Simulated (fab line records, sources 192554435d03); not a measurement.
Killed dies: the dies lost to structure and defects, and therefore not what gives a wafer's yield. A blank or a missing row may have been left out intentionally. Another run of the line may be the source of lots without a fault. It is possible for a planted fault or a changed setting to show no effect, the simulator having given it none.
Matching of chambers	flow n5_finfet	rie_diel-01 running N5_FIN_SAQP_ETCH_34: 4 sister chambers
The step etches SiO2 in C4F6/O2, target depth 45 nm, time 15 s. 4 wafers are shown with their chamber, then 7 later ones without.

== WAFERS WITH THEIR CHAMBER ==
wafer	chamber	showerhead_plenum_p_Torr (Torr)
L084.2	0	2.97
L084.5	3	2.83
L090.1	1	2.72
L090.3	2	2.83

== WAFERS MISSING THEIR CHAMBER ==
wafer	showerhead_plenum_p_Torr (Torr)
L090.4	2.96
L092.1	2.82
L092.4	2.72
L092.6	2.82
L093.1	2.82
L093.2	2.83
L093.4	2.72

== CHAMBER TAKEN BY EACH ==
wafer	from the rows above	in truth
L090.4	0	0
L092.1	can't be placed: 2 or 3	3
L092.4	1	1
L092.6	can't be placed: 2 or 3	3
L093.1	can't be placed: 2 or 3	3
L093.2	can't be placed: 2 or 3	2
L093.4	1	1
Correct placement for 3 of the 7. Not placeable from these rows: 4 (in 4, the candidates include the true chamber). Wrongly placed: 0.
How it was worked out, from the rows above alone: a wafer's distance from a chamber is the root of the sum, over the readings, of the square of ((its reading less the chamber's mean) divided by the reading's scatter). The wafer belongs to the nearest chamber; if the next one is less than 2 further off, it can't be placed. For every chamber, the mean is computed from those of its wafers that are shown. The scatter: root of mean squared gap, hidden wafer to nearest shown wafer, with one shown wafer a chamber.
